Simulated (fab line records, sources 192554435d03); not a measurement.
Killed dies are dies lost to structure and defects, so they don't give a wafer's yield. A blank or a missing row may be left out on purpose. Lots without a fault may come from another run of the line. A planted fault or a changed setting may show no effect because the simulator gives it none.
Tool commonality check | flow n5_finfet | 7 lots, 21 wafers sampled

WHY IT WAS OPENED
At N5_FIN_SAQP_INSPECT_40 the reading raw_defect_count is flagged on 2 of 7 lots. Wafers without a fault read 229, standard deviation 69.
Rule: a lot is flagged when every wafer of it that has a number lies more than 4 standard deviations from that mean, or none has a number. The other lots count as sound.

lot  | measured    | on                | raw_defect_count, wafer by wafer | flag
L948 | day 3 15:51 | defect_inspect-02 | 140 212 158                      |
L949 | day 3 21:21 | defect_inspect-02 | 286 242 177                      |
L950 | day 4 03:16 | defect_inspect-02 | 710 820 790                      | FLAGGED
L953 | day 4 20:34 | defect_inspect-01 | 704 745 615                      | FLAGGED
L960 | day 6 13:50 | defect_inspect-02 | 154 145 165                      |
L962 | day 7 03:16 | defect_inspect-02 | 237 238 220                      |
L965 | day 7 20:11 | defect_inspect-02 | 233 304 189                      |
The numbers of the flagged lots are 731 on average: +502 against the usual, or +7 standard deviations.

WHICH TOOL RAN EACH LOT
The record holds 3 process steps before the reading, out of a route of 1938 steps. In each cell: the tool, then ch and the chambers that the sampled wafers went through, then the start.
lot  | flag    | N5_FIN_SAQP_STRIP_55              | N5_FIN_SAQP_ETCH_69               | N5_FIN_SAQP_HM_OPEN_33
L948 |         | rie_diel-04 ch 0,1,2, day 3 11:32 | rie_diel-04 ch 0,1,2, day 3 14:24 | rie_diel-04 ch 1,2, day 3 15:19
L949 |         | rie_diel-04 ch 0,1,3, day 3 17:27 | rie_diel-01 ch 0,1, day 3 19:50   | rie_diel-02 ch 2,3, day 3 20:47
L950 | FLAGGED | rie_diel-04 ch 0,1, day 3 23:29   | rie_diel-04 ch 0,1, day 4 01:52   | rie_diel-02 ch 1,2,3, day 4 02:44
L953 | FLAGGED | rie_diel-04 ch 0,1,3, day 4 15:47 | rie_diel-01 ch 0,1,3, day 4 18:59 | rie_diel-01 ch 1,2, day 4 20:02
L960 |         | rie_diel-01 ch 0,1,3, day 6 09:30 | rie_diel-01 ch 1,2,3, day 6 12:19 | rie_diel-02 ch 1,2,3, day 6 13:18
L962 |         | rie_diel-02 ch 1,2,3, day 6 22:54 | rie_diel-04 ch 1,2,3, day 7 01:50 | rie_diel-01 ch 0,1, day 7 02:44
L965 |         | rie_diel-01 ch 0,2,3, day 7 15:46 | rie_diel-01 ch 0,3, day 7 18:17   | rie_diel-01 ch 0,2,3, day 7 19:40
What these steps do:
- N5_FIN_SAQP_STRIP_55: strips in N2/H2.
- N5_FIN_SAQP_ETCH_69: etches SOC in N2/H2, stops on SiNx, target depth 150 nm.
- N5_FIN_SAQP_HM_OPEN_33: chemistry CH3F/O2, target SiNx, target depth 49.4 nm, time 70.6 s.
- N5_FIN_SAQP_INSPECT_40: inspects for defects (brightfield).

FLAGGED OVER TOTAL, TOOL BY TOOL (the gauges that took the reading come last)
step                   | tool              | lots run | flagged | share of the flagged lots | sound lots run after its first flagged lot
N5_FIN_SAQP_STRIP_55   | rie_diel-01       | 2        | 0       | none                      | -
N5_FIN_SAQP_STRIP_55   | rie_diel-02       | 1        | 0       | none                      | -
N5_FIN_SAQP_STRIP_55   | rie_diel-04       | 4        | 2       | all                       | 0
N5_FIN_SAQP_ETCH_69    | rie_diel-01       | 4        | 1       | some                      | 2 (L960,L965)
N5_FIN_SAQP_ETCH_69    | rie_diel-04       | 3        | 1       | some                      | 1 (L962)
N5_FIN_SAQP_HM_OPEN_33 | rie_diel-01       | 3        | 1       | some                      | 2 (L962,L965)
N5_FIN_SAQP_HM_OPEN_33 | rie_diel-02       | 3        | 1       | some                      | 1 (L960)
N5_FIN_SAQP_HM_OPEN_33 | rie_diel-04       | 1        | 0       | none                      | -
N5_FIN_SAQP_INSPECT_40 | defect_inspect-01 | 1        | 1       | some                      | 0
N5_FIN_SAQP_INSPECT_40 | defect_inspect-02 | 6        | 1       | some                      | 3 (L960,L962,L965)

WHAT THE TABLE ALLOWS
1 row of the table ran every flagged lot: rie_diel-04 at N5_FIN_SAQP_STRIP_55.
- rie_diel-04 at N5_FIN_SAQP_STRIP_55: 2 of its 4 lots flagged. Its last sound lot is L949 (day 3 17:27), its first flagged lot L950 (day 3 23:29): a fault that began between those two fits.
One tool is left: rie_diel-04 at N5_FIN_SAQP_STRIP_55.

WHAT THE SIMULATOR HAD PUT IN
Chamber particle source: rie_diel-04, from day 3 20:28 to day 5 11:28, at N5_FIN_SAQP_STRIP_55. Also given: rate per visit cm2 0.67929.
Lots struck among those shown: L950, L953. The rule above found the same.
